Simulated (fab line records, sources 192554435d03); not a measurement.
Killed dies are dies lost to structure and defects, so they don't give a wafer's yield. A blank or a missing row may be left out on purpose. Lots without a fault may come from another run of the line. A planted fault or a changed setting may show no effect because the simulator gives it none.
fab line records | flow n5_finfet
record lots=9 wafers=27 last_day=19
route steps=1938 shown BEOL_M4@1111 BEOL_M6@1229 BEOL_M7@1265 PASSIVATION@1936
lots that met no fault: from a run of the same line without faults
start_h: hours from the record's first day to the start of the lot's first wafer shown | wait_h: hours since the lot's step before | " the same as in the row above | L1.1+2: a row that stands for several wafers | - no value, or no start given | * or withheld: withheld | < > ~ a bound
route shown NAME@n: a module of which the file shows steps, and the number in the route of the first | usual: mean/standard deviation of fault-free wafers | same: alike in all rows | chamber/n: place in a boat | sites: the reading at each site | _std_site: their standard deviation | _edge_site: outer sites' mean less inner sites' | radius_mm: how far each site lies from the wafer's centre | mask NAME#n: copy n | behind: the tool/chamber that last shaped the wafer | hold: why the lot was held/for how many hours/how that ended | device: the transistor (n, p or np) that didn't switch | end of line: the same wafers' tests at the end of the route | a step without rows: its recipe alone | killed: dies lost to structure and defects at the first sort, not the wafer's yield | map: a wafer's dies, x killed, . not, _ none there
set.NAME: the setting as run; set.NAME@STEP: as run at that earlier step | model.NAME: the simulator's own value behind a step, which no gauge read
steps of the route over a sample of lots; a table a step, a row a wafer
services: from which hour (start_h, from the record's first day; less than 0 if before it) a tool's chamber was out of use, for how many hours, and why
## steps
# step N5_BEOL_M4_RC_MEAS_101
# usual DIBL_N=36.0/1.7 DIBL_P=36.2/1.9 IOFF_N=0.154/0.028 IOFF_P=0.21/0.036 ION_N=675/11 ION_P=463/8.3 SS_N=71.4/0.63 SS_P=73.2/0.55 VT_N=250.2/3 VT_P=-251/3.7
# columns lot.wafer tool chamber start_h wait_h DIBL_N[mV/V] DIBL_P[mV/V] IOFF_N[nA/um] IOFF_P[nA/um] ION_N[uA/um] ION_P[uA/um] SS_N[mV/dec] SS_P[mV/dec] VT_N[mV] VT_P[mV]
L384.4 prober-02 0 244.44 0.5 32.7 32.2 0.103 0.16 668 463 70.7 72.2 255.7 -256
L384.5 " 0 " " 35.9 34.8 0.140 0.19 672 457 70.7 73.0 251.5 -255
L384.6 " 0 " " 36.7 36.0 0.152 0.20 678 458 70.6 73.6 250.0 -251
L389.1 prober-01 0 276.31 0.0 32.5 32.9 0.102 0.15 657 452 70.8 71.7 255.7 -254
L389.3 " 0 " " 35.8 37.7 0.158 0.21 673 465 71.1 73.0 249.3 -248
L389.4 " 0 " " 33.1 34.8 0.113 0.17 662 463 70.6 72.3 252.1 -254
L390.2 prober-02 0 282.07 0.2 35.3 34.8 0.139 0.19 680 463 71.2 73.5 248.6 -253
L390.3 " 0 " " 37.6 36.5 0.168 0.21 674 459 72.3 73.3 250.2 -250
L390.6 " 0 " " 35.9 35.5 0.142 0.19 670 453 71.2 73.5 251.0 -254
L383.3 prober-01 0 307.21 0.3 34.5 35.1 0.143 0.19 664 458 71.8 73.2 250.0 -254
L383.4 " 0 " " 36.8 38.3 0.181 0.23 683 470 71.7 74.0 249.0 -251
L383.6 " 0 " " 37.0 39.3 0.202 0.26 688 469 72.3 73.5 244.7 -247
L399.1 prober-02 0 339.42 0.0 37.2 37.0 0.177 0.23 681 468 71.8 73.7 250.5 -249
L399.2 " 0 " " 39.3 38.5 0.221 0.26 682 466 72.9 73.6 246.6 -246
L399.4 " 0 " " 36.8 36.7 0.175 0.24 687 474 70.9 74.0 247.1 -248
L400.2 prober-01 0 340.00 0.2 35.2 32.4 0.128 0.17 662 459 70.8 72.1 256.1 -253
L400.4 " 0 " " 33.8 32.5 0.107 0.17 669 462 70.2 72.8 258.0 -255
L400.6 " 0 " " 36.6 35.7 0.150 0.22 673 466 71.1 72.9 251.3 -248
L401.1 prober-01 0 342.37 0.0 35.8 35.9 0.150 0.18 663 453 71.1 72.5 251.4 -251
L401.3 " 0 " " 36.0 36.7 0.158 0.20 665 462 71.2 72.8 247.5 -249
L401.4 " 0 " " 39.1 38.8 0.214 0.23 697 468 71.9 73.2 244.7 -251
L402.2 prober-02 0 342.68 0.2 37.4 39.0 0.203 0.29 690 476 71.6 74.1 243.0 -243
L402.5 " 0 " " 37.1 37.7 0.182 0.27 676 471 71.2 73.0 246.8 -244
L402.6 " 0 " " 34.3 34.6 0.134 0.21 668 466 70.7 72.8 252.2 -243
L404.1 prober-02 0 347.04 0.0 36.1 36.9 0.145 0.21 660 455 71.4 73.0 253.2 -253
L404.5 " 0 " " 35.9 34.8 0.148 0.19 662 456 71.4 72.7 252.0 -252
L404.6 " 0 " " 37.9 39.6 0.192 0.25 697 471 72.3 73.9 247.7 -249
# step N5_BEOL_M6_INSPECT_30
# recipe mode=adi inspect_instrument=brightfield
# usual raw_defect_count=418/90
# columns lot.wafer tool chamber start_h wait_h raw_defect_count
L384.4 defect_inspect-01 - 262.68 0.0 412
L384.5 " - " " 506
L384.6 " - " " 392
L389.1 defect_inspect-02 - 295.00 0.1 452
L389.3 " - " " 389
L389.4 " - " " 405
L390.2 defect_inspect-01 - 301.89 0.0 402
L390.3 " - " " 629
L390.6 " - " " 383
L383.3 defect_inspect-02 - 328.88 0.0 533
L383.4 " - " " 558
L383.6 " - " " 449
L399.1 defect_inspect-02 - 357.41 0.1 282
L399.2 " - " " 271
L399.4 " - " " 324
L401.1 defect_inspect-01 - 357.68 0.1 357
L401.3 " - " " 349
L401.4 " - " " 274
L400.2 defect_inspect-02 - 360.86 0.0 326
L400.4 " - " " 397
L400.6 " - " " 296
L402.2 defect_inspect-02 - 364.65 0.0 324
L402.5 " - " " 334
L402.6 " - " " 430
L404.1 defect_inspect-02 - 366.80 0.1 476
L404.5 " - " " 405
L404.6 " - " " 379
# step N5_BEOL_M6_ALD_77
# recipe material=TaN target_thk_a=20 temp_c=275 ald_precursor_family=PDMAT ald_co_reactant=NH3 pressure_torr=3 carrier_flow_sccm=1500 pulse_time_s=2 purge_time_s=3 co_reactant_purge_time_s=2 co_reactant_pulse_time_s=3 ald_cycles=40 precursor_vessel_temp_c=75 precursor_vessel_pressure_torr=26.25 precursor_vessel_carrier_sccm=1000
# usual ald_cycles=40/0 chamber_pressure_Torr=3.001/0.0066 heater_power_w=415/42 precursor_vessel_temp_c=75.01/0.11 purge_time_s=3/0
# columns lot.wafer tool chamber start_h wait_h ald_cycles chamber_pressure_Torr heater_power_w precursor_vessel_temp_c purge_time_s since_wet_clean_h
L384.4 ald_metal-02 3 264.00 0.3 40 3.010 416 74.84 3 1465
L384.5 " 1 " " 40 3.008 452 75.27 3 -
L384.6 " 2 " " 40 3.005 422 75.07 3 -
L389.1 ald_metal-02 0 296.14 0.0 - - - - - -
L389.3 " 3 " " - - - - - -
L389.4 " 1 " " - - - - - -
L390.2 ald_metal-04 2 303.05 0.0 - - - - - -
L390.3 " 0 " " - - - - - -
L390.6 " 1 " " - - - - - -
L383.3 ald_metal-02 0 330.15 0.0 40 3.007 484 75.26 3 1531
L383.4 " 2 " " 40 2.993 415 74.95 3 1531
L383.6 " 3 " " 40 3.000 412 75.09 3 -
L399.1 ald_metal-01 2 359.62 0.0 40 3.002 436 74.77 3 8
L399.2 " 0 " " 40 3.006 399 74.82 3 8
L399.4 " 3 " " 40 3.003 331 74.96 3 8
L401.1 ald_metal-04 1 359.74 0.0 40 2.999 367 74.83 3 4638
L401.3 " 2 " " 40 3.004 425 74.98 3 4638
L401.4 " 2 " " 40 3.006 421 75.08 3 -
L400.2 ald_metal-01 1 362.09 0.1 40 2.991 400 75.18 3 11
L400.4 " 2 " " 40 2.993 437 74.88 3 11
L400.6 " 0 " " 40 2.992 401 75.04 3 -
L402.2 ald_metal-02 2 366.01 0.0 40 3.002 413 74.98 3 1567
L402.5 " 2 " " 40 3.004 417 75.08 3 -
L402.6 " 1 " " 40 3.000 456 74.88 3 -
L404.1 ald_metal-04 2 369.54 0.0 40 2.992 415 75.10 3 4648
L404.5 " 1 " " 40 3.006 366 74.85 3 -
L404.6 " 3 " " 40 3.001 346 75.22 3 -
# step N5_BEOL_M6_CMP_52
# recipe stop_on=SiCOH_lowk t_overpolish_s=6.9 down_force_psi=1 platen_rpm=50 clearing_platen_down_force_psi=1.5 clearing_platen_rpm=50 post_cmp_clean=cu_alkaline target_thk_nm=80 clearing_platen_pad_velocity_m_s=0.99484 pad_velocity_m_s=0.99484
# usual barrier_field_endpoint_s=29.2/0.73 edge_zone_pressure_frac=1.000/0.0048 motor_current_A=6.1/0.37
# columns lot.wafer tool chamber start_h wait_h barrier_field_endpoint_s edge_zone_pressure_frac motor_current_A
L384.4 cmp-04 1 266.23 0.2 29.8 0.999 6.2
L384.5 " 3 " " 29.3 0.995 6.3
L384.6 " 0 " " 29.3 0.989 5.5
L389.3 cmp-01 0 297.19 0.2 25.7 1.000 6.4
L389.1 " 2 " " 25.6 1.001 6.4
L389.4 " 3 " " 27.4 0.996 6.3
L390.3 cmp-01 3 305.73 0.2 27.0 1.004 6.0
L390.2 " 1 " " 26.5 0.992 6.0
L390.6 " 3 " " 26.9 1.004 5.9
L383.3 cmp-03 0 331.23 0.2 30.2 0.992 5.5
L383.4 " 1 " " 29.1 1.002 6.5
L383.6 " 3 " " 28.6 0.995 6.4
L399.2 cmp-03 1 361.10 0.2 28.8 1.000 6.4
L399.1 " 2 " " 28.4 1.002 6.2
L399.4 " 3 " " 28.3 1.006 6.8
L401.4 cmp-01 2 361.37 0.1 29.2 1.001 6.3
L401.1 " 3 " " 29.7 1.001 6.1
L401.3 " 0 " " 29.5 1.001 6.3
L400.4 cmp-04 2 364.69 0.2 30.1 1.000 5.6
L400.2 " 0 " " 28.5 1.005 5.4
L400.6 " 1 " " 29.6 1.001 6.3
L402.2 cmp-03 1 368.09 0.2 27.9 0.993 6.5
L402.5 " 0 " " 29.9 1.005 5.7
L402.6 " 1 " " 28.7 0.996 6.4
L404.1 cmp-04 2 370.92 0.3 30.3 1.002 5.6
L404.5 " 0 " " 29.8 1.002 5.2
L404.6 " 1 " " 30.5 1.001 6.0
# step N5_BEOL_M7_THK_MEAS_01
# recipe reads=SiCOH_lowk_of_BEOL_M7_ILD_DEP_00
# usual M7_ILD_THK=154.4/2.1
# columns lot.wafer tool chamber start_h wait_h M7_ILD_THK[nm]
L384.4 film_metro-02 - 267.22 0.2 157.0
L384.5 " - " " 153.6
L384.6 " - " " 156.0
L383.3 film_metro-01 - 332.27 0.3 153.2
L383.4 " - " " 151.1
L383.6 " - " " 153.6
L399.1 film_metro-02 - 362.20 0.4 154.0
L399.2 " - " " 155.3
L399.4 " - " " 156.7
L401.1 film_metro-02 - 362.44 0.4 153.3
L401.3 " - " " 152.7
L401.4 " - " " 154.9
L400.2 film_metro-01 - 365.72 0.4 152.4
L400.4 " - " " 151.1
L400.6 " - " " 154.6
L402.2 film_metro-02 - 369.12 0.4 147.8
L402.5 " - " " 150.8
L402.6 " - " " 156.3
L404.1 film_metro-01 - 371.91 0.4 151.1
L404.5 " - " " 153.2
L404.6 " - " " 154.1
# step N5_BEOL_M7_PECVD_70
# recipe material=SiO2 target_thk_a=200 temp_c=400 precursor=TEOS/O2 pressure_torr=5.5 rf_w=450 teos_flow_sccm=53.8 gas=O2 flow_sccm=3000 time_s=22.7
# usual heater_power_w=760/91 showerhead_plenum_p_Torr=8.79/0.086 throttle_valve_pct=22.8/1.3
# columns lot.wafer tool chamber start_h wait_h heater_power_w showerhead_plenum_p_Torr since_wet_clean_h throttle_valve_pct
L384.4 pecvd-02 1 267.28 0.1 736 8.89 - 24.5
L384.5 " 0 " " 751 8.65 - 22.5
L384.6 " 2 " " 775 8.86 - 22.1
L383.3 pecvd-04 1 332.33 0.1 940 8.83 - 25.4
L383.4 " 0 " " 835 8.69 - 22.4
L383.6 " 0 " " 854 8.73 - 22.5
L399.1 pecvd-01 2 362.24 0.0 660 8.75 312 21.9
L399.2 " 1 " " 870 8.78 1791 20.4
L399.4 " 2 " " 695 8.79 - 22.1
L401.1 pecvd-04 1 362.47 0.0 925 8.86 1973 25.1
L401.3 " 0 " " 865 8.72 1248 22.7
L401.4 " 1 " " 923 8.88 - 25.0
L400.2 pecvd-02 1 365.75 0.0 742 8.91 2157 24.3
L400.4 " 2 " " 818 8.88 - 22.3
L400.6 " 1 " " 755 8.87 - 24.3
L402.2 pecvd-01 2 369.16 0.0 587 8.77 319 22.0
L402.5 " 2 " " 590 8.75 - 22.1
L402.6 " 0 " " 716 8.75 - 22.2
L404.1 pecvd-02 2 371.95 0.0 799 8.86 684 22.2
L404.5 " 2 " " 772 8.89 - 22.2
L404.6 " 1 " " 722 8.90 - 24.1
# step N5_PASSIVATION_PROBE_49
# usual defect_limited_yield=90.9/1.4 killed_at_M0_to_M3=38/11 killed_at_M4_up=13/5.9 killed_at_contacts=14/6.4 killed_at_front_end=38/11 killed_at_other=3.3/2.5 killed_dies=107/16 killed_on_rim=14/3.6 killed_open=70/12 killed_short=35/7.7 sort_bin_4_leakage=0.00/0.007 sort_bin_5_function=5.3/0.94 sort_bin_6_memory=3.5/0.7 sort_n_pass=1073/16 sort_yield_pct=90.9/1.4
# same gross_dies=1180 killed_at_back_side=0 sort_bin_8_speed[%]=0
# columns lot.wafer tool chamber start_h wait_h defect_limited_yield[%] killed_at_M0_to_M3 killed_at_M4_up killed_at_contacts killed_at_front_end killed_at_other killed_dies killed_on_rim killed_open killed_short sort_bin_4_leakage[%] sort_bin_5_function[%] sort_bin_6_memory[%] sort_n_pass sort_yield_pct[%]
L389.1 prober-01 - 395.12 0.0 0 48 1090 9 24 9 1180 152 63 40 91.10 5.0 3.6 0 0
L389.3 prober-01 - 395.22 0.1 0 46 1081 13 37 3 1180 152 86 26 90.42 6.2 3.3 0 0
L389.4 prober-01 - 395.27 0.2 0 33 1107 9 28 3 1180 152 52 36 92.37 4.2 3.1 0 0
L390.2 prober-02 - 395.85 0.1 0 40 1086 14 38 2 1180 152 79 31 90.68 5.7 3.4 0 0
L390.3 prober-02 - 395.90 0.1 0 30 1110 10 25 5 1180 152 75 19 92.03 4.7 3.1 0 0
L390.6 prober-02 - 396.05 0.3 0 38 1086 15 37 4 1180 152 91 31 89.66 5.5 4.6 0 0
L400.4 prober-01 - 459.25 0.2 89.9 30 4 29 54 2 119 15 80 37 0 5.8 3.4 1061 89.9
L400.6 prober-01 - 459.35 0.3 91.0 34 8 22 39 3 106 11 69 34 0 5.4 3.1 1074 91.0
L399.4 prober-02 - 461.63 0.2 88.9 43 14 17 51 6 131 14 86 45 0 5.8 4.8 1049 88.9
L402.2 prober-02 - 461.99 0.1 94.8 17 6 6 26 6 61 5 42 17 0 2.8 2.1 1119 94.8
L402.6 prober-02 - 462.19 0.3 92.3 43 6 8 29 5 91 12 68 23 0 3.8 3.6 1089 92.3
L401.1 prober-01 - 464.21 0.0 91.9 30 13 19 27 6 95 9 62 31 0 5.3 2.5 1085 91.9
L401.4 prober-01 - 464.36 0.2 91.3 25 14 24 36 4 103 16 75 28 0 4.7 3.2 1077 91.3
L404.1 prober-01 - 464.51 0.2 90.1 29 16 24 46 2 117 18 75 42 0 5.8 3.9 1063 90.1
L404.5 prober-01 - 464.71 0.4 92.1 40 12 18 20 3 93 14 56 36 0 5.1 2.7 1087 92.1
L404.6 prober-01 - 464.76 0.5 90.2 45 15 14 41 1 116 16 76 40 0 5.8 3.7 1064 90.2
# killed by level:class
L389.1 BEOL_M6:area_ald=1071 BEOL_M0_SAQP:geometric_particle:short=11 BEOL_M2:geometric_particle:open=10 BEOL_M3:geometric_particle:open=10 MOL_CONTACT_COAG:geometric_particle:open=8 BEOL_M4:geometric_particle:open=6 FIN_SAQP:geometric_particle:open=5 GATE_CUT:geometric_particle:short=5
L389.3 BEOL_M6:area_ald=1061 BEOL_M2:geometric_particle:open=13 BEOL_M3:geometric_particle:open=13 MOL_CONTACT_COAG:geometric_particle:open=12 BEOL_M4:geometric_particle:open=8 DUMMY_GATE:geometric_particle:open=7 STI_FIN_REVEAL:geometric_particle:open=6 M6:area_ald=6
L389.4 BEOL_M6:area_ald=1086 BEOL_M0_SAQP:geometric_particle:short=9 BEOL_M3:geometric_particle:open=8 BEOL_M2:geometric_particle:open=7 MOL_CONTACT_COAG:geometric_particle:open=5 BEOL_M5:geometric_particle:open=5 FIN_SAQP:geometric_particle:short=4 MOL_CONTACT_COAG:geometric_particle:short=4
L390.2 BEOL_M6:area_ald=1067 FIN_SAQP:geometric_particle:open=11 MOL_CONTACT_COAG:geometric_particle:open=11 BEOL_M1:geometric_particle:open=11 BEOL_M4:geometric_particle:open=10 FIN_SAQP:geometric_particle:short=7 DUMMY_GATE:geometric_particle:open=7 BEOL_M0_SAQP:geometric_particle:open=7
L390.3 BEOL_M6:area_ald=1084 BEOL_M4:geometric_particle:open=15 BEOL_M1:geometric_particle:open=9 FIN_SAQP:geometric_particle:open=8 MOL_CONTACT_COAG:geometric_particle:open=7 BEOL_M3:geometric_particle:open=6 BEOL_M2:geometric_particle:open=5 STI_FIN_REVEAL:geometric_particle:open=4
L390.6 BEOL_M6:area_ald=1057 BEOL_M4:geometric_particle:open=18 BEOL_M0_SAQP:geometric_particle:open=14 MOL_CONTACT_COAG:geometric_particle:open=11 FIN_SAQP:geometric_particle:open=9 BEOL_M0_SAQP:geometric_particle:short=8 FIN_SAQP:geometric_particle:short=7 DUMMY_GATE:geometric_particle:open=6
L400.4 MOL_CONTACT_COAG:geometric_particle:open=25 FIN_SAQP:geometric_particle:short=8 FIN_SAQP:geometric_particle:open=8 BEOL_M0_SAQP:geometric_particle:open=8 STI_FIN_REVEAL:geometric_particle:open=7 ILD0:geometric_particle:open=5 GATE_CUT:geometric_particle:short=5 BEOL_M3:geometric_particle:open=5
L400.6 FIN_SAQP:geometric_particle:open=18 MOL_CONTACT_COAG:geometric_particle:open=15 FIN_SAQP:geometric_particle:short=11 BEOL_M2:geometric_particle:open=10 BEOL_M0_SAQP:geometric_particle:open=6 MOL_CONTACT_COAG:geometric_particle:short=5 BEOL_M0_SAQP:geometric_particle:short=5 BEOL_M0:geometric_particle:open=4
L399.4 FIN_SAQP:geometric_particle:open=19 FIN_SAQP:geometric_particle:short=15 BEOL_M1:geometric_particle:open=13 MOL_CONTACT_COAG:geometric_particle:open=12 BEOL_M2:geometric_particle:open=10 GATE_CUT:geometric_particle:open=5 MOL_CONTACT_COAG:geometric_particle:short=5 BEOL_M4:geometric_particle:open=5
L402.2 STI_FIN_REVEAL:geometric_particle:open=8 MOL_CONTACT_COAG:geometric_particle:open=6 STI_FIN_REVEAL:geometric_particle:short=3 BEOL_M0:geometric_particle:open=3 BEOL_M1:geometric_particle:open=3 BEOL_M2:geometric_particle:open=3 DUMMY_GATE:geometric_particle:open=2 ILD0:geometric_particle:open=2
L402.6 BEOL_M3:geometric_particle:open=16 STI_FIN_REVEAL:geometric_particle:open=15 BEOL_M2:geometric_particle:open=10 MOL_CONTACT_COAG:geometric_particle:open=7 BEOL_M0_SAQP:geometric_particle:short=4 BEOL_M1:geometric_particle:open=4 GATE_CUT:geometric_particle:short=3 BEOL_M0_SAQP:geometric_particle:open=3
L401.1 MOL_CONTACT_COAG:geometric_particle:open=18 STI_FIN_REVEAL:geometric_particle:open=7 FIN_SAQP:geometric_particle:open=6 BEOL_M0_SAQP:geometric_particle:short=5 BEOL_M0:geometric_particle:open=5 BEOL_M2:geometric_particle:short=5 BEOL_M4:geometric_particle:open=4 GATE_CUT:geometric_particle:short=4
L401.4 MOL_CONTACT_COAG:geometric_particle:open=23 STI_FIN_REVEAL:geometric_particle:open=17 BEOL_M1:geometric_particle:open=10 FIN_SAQP:geometric_particle:short=7 STI_FIN_REVEAL:geometric_particle:short=6 BEOL_M4:geometric_particle:open=4 FIN_SAQP:geometric_particle:open=3 BEOL_M0_SAQP:geometric_particle:short=3
L404.1 MOL_CONTACT_COAG:geometric_particle:open=23 FIN_SAQP:geometric_particle:short=14 BEOL_M3:geometric_particle:open=9 DUMMY_GATE:geometric_particle:open=8 GATE_CUT:geometric_particle:short=6 BEOL_M0_SAQP:geometric_particle:open=5 BEOL_M4:geometric_particle:short=5 BEOL_M4:geometric_particle:open=5
L404.5 BEOL_M0_SAQP:geometric_particle:short=13 MOL_CONTACT_COAG:geometric_particle:open=12 BEOL_M0_SAQP:geometric_particle:open=8 MOL_CONTACT_COAG:geometric_particle:short=6 FIN_SAQP:geometric_particle:short=5 BEOL_M0:geometric_particle:open=5 BEOL_M3:geometric_particle:open=5 STI_FIN_REVEAL:geometric_particle:open=4
L404.6 BEOL_M3:geometric_particle:open=11 MOL_CONTACT_COAG:geometric_particle:open=10 BEOL_M0_SAQP:geometric_particle:open=8 BEOL_M0_SAQP:geometric_particle:short=8 STI_FIN_REVEAL:geometric_particle:open=7 BEOL_M4:geometric_particle:open=7 FIN_SAQP:geometric_particle:short=6 DUMMY_GATE:geometric_particle:open=6
## services
# columns tool chamber start_h hours kind
cmp-01 - 251.66 1.4 repair
cmp-01 - 253.25 6.7 pm
cmp-01 - 265.31 4.0 pm
cmp-01 - 269.31 - consumable_replace:conditioner
cmp-01 - 269.31 - consumable_replace:pad
ald_metal-01 - 270.16 6.0 pm
ald_metal-02 - 272.63 8.7 pm
pecvd-01 1 274.17 12.3 repair
pecvd-01 - 275.27 0.9 repair
pecvd-04 2 287.69 4.1 repair
pecvd-04 - 289.55 6.0 pm
pecvd-02 - 298.59 3.4 repair
cmp-04 - 302.98 17.9 repair
ald_metal-04 3 303.04 30.8 repair
cmp-04 - 320.92 5.8 pm
pecvd-02 - 326.95 0.6 repair
pecvd-04 2 331.11 30.4 repair
pecvd-02 - 335.57 2.8 pm
ald_metal-01 - 337.25 14.0 pm
cmp-01 - 353.80 0.7 repair
ald_metal-04 0 354.41 20.4 repair
ald_metal-02 3 356.86 43.2 repair
cmp-03 - 362.10 4.8 pm
cmp-03 - 370.14 4.0 pm
## key
first_sign step=N5_BEOL_M6_ALD_77 reading=tool_record direction=missing
effect step=N5_BEOL_M6_CMP_52 reading=barrier_field_endpoint_s direction=down sigmas=3.6 usual=29.2 struck=26.5
effect step=N5_PASSIVATION_PROBE_49 reading=sort_bin_4_leakage direction=up sigmas=99+ usual=0.00 struck=91.05
more_kills_born_at N5_BEOL_M6_ALD_77@ald_metal-02=3232 N5_BEOL_M6_ALD_77@ald_metal-04=3213
met_at N5_BEOL_M6_ALD_77
struck_lots L389,L390
later_rows_left_out L389.1,L389.3,L389.4,L390.2,L390.3,L390.6
not_acting_at N5_BEOL_M6_INSPECT_30,N5_BEOL_M7_THK_MEAS_01,N5_BEOL_M7_PECVD_70
onset_between 264.00 296.14
fault kind=skipped_step_whole tool=ald_metal-02,ald_metal-04 chamber=- onset_h=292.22 steps=N5_BEOL_M6_ALD_77 scope=struck_lots_only
# later_rows_left_out: the simulator's readings of these wafers behind a module that went badly wrong aren't trusted and aren't shown, but for the sort
